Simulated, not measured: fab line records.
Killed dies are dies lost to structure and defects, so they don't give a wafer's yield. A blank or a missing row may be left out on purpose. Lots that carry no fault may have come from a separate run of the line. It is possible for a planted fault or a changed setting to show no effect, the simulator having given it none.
Chamber matching :: flow nand-harc :: pecvd-01 running NHARC_A_SGD_CUT_DEP_00: 3 sister chambers
The step deposits SiNx, target thk 50 nm. 24 wafers are shown with their chamber, then 12 later ones without.

## WAFERS PAIRED WITH THEIR CHAMBERS
wafer: L074.1
chamber: 0
heater-power-w (W): 799

wafer: L074.3
chamber: 2
heater-power-w (W): 614

wafer: L074.6
chamber: 1
heater-power-w (W): 933

wafer: L076.1
chamber: 0
heater-power-w (W): 680

wafer: L076.3
chamber: 1
heater-power-w (W): 915

wafer: L076.5
chamber: 1
heater-power-w (W): 882

wafer: L077.2
chamber: 1
heater-power-w (W): 935

wafer: L077.3
chamber: 0
heater-power-w (W): 654

wafer: L077.5
chamber: 1
heater-power-w (W): 927

wafer: L079.3
chamber: 0
heater-power-w (W): 714

wafer: L079.5
chamber: 1
heater-power-w (W): 891

wafer: L079.6
chamber: 2
heater-power-w (W): 690

wafer: L080.1
chamber: 0
heater-power-w (W): 710

wafer: L080.4
chamber: 1
heater-power-w (W): 855

wafer: L080.6
chamber: 2
heater-power-w (W): 723

wafer: L082.2
chamber: 2
heater-power-w (W): 656

wafer: L082.3
chamber: 1
heater-power-w (W): 739

wafer: L082.5
chamber: 2
heater-power-w (W): 686

wafer: L084.2
chamber: 2
heater-power-w (W): 754

wafer: L084.5
chamber: 2
heater-power-w (W): 753

wafer: L084.6
chamber: 0
heater-power-w (W): 733

wafer: L086.3
chamber: 1
heater-power-w (W): 832

wafer: L086.5
chamber: 1
heater-power-w (W): 844

wafer: L086.6
chamber: 2
heater-power-w (W): 705

SIGNATURES, as means of the wafers listed above
reading: heater-power-w
chamber 0: 715.00
chamber 1: 875.30
chamber 2: 697.62
scatter within a chamber: 54.1
Rule: a wafer's distance from a chamber is the root of the sum, over the readings, of the square of ((its reading less the chamber's mean) divided by the reading's scatter). The wafer belongs to the nearest chamber; if the next one is less than 2 further off, it can't be placed. The scatter is the square root of a quotient: the sum, over the shown wafers, of each reading's squared deviation from its chamber's mean, divided by wafers minus chambers.

## WAFERS MISSING THEIR CHAMBER
wafer: L090.3
heater-power-w (W): 887

wafer: L090.5
heater-power-w (W): 878

wafer: L090.6
heater-power-w (W): 621

wafer: L088.4
heater-power-w (W): 896

wafer: L088.5
heater-power-w (W): 773

wafer: L088.6
heater-power-w (W): 671

wafer: L091.1
heater-power-w (W): 871

wafer: L091.2
heater-power-w (W): 632

wafer: L091.5
heater-power-w (W): 648

wafer: L097.1
heater-power-w (W): 733

wafer: L097.3
heater-power-w (W): 768

wafer: L097.5
heater-power-w (W): 886

## EACH ONE'S CHAMBER
wafer: L090.3
from the rows above: 1
in truth: 1

wafer: L090.5
from the rows above: 1
in truth: 1

wafer: L090.6
from the rows above: can't be placed: 2 or 0
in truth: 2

wafer: L088.4
from the rows above: 1
in truth: 1

wafer: L088.5
from the rows above: can't be placed: 0 or 2 or 1
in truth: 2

wafer: L088.6
from the rows above: can't be placed: 2 or 0
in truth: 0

wafer: L091.1
from the rows above: 1
in truth: 1

wafer: L091.2
from the rows above: can't be placed: 2 or 0
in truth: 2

wafer: L091.5
from the rows above: can't be placed: 2 or 0
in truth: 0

wafer: L097.1
from the rows above: can't be placed: 0 or 2
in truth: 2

wafer: L097.3
from the rows above: can't be placed: 0 or 2 or 1
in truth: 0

wafer: L097.5
from the rows above: 1
in truth: 1
Correct placement for 5 of the 12. These rows do not allow placing 7 (true chamber among the candidates in 7). Number placed wrongly: 0.
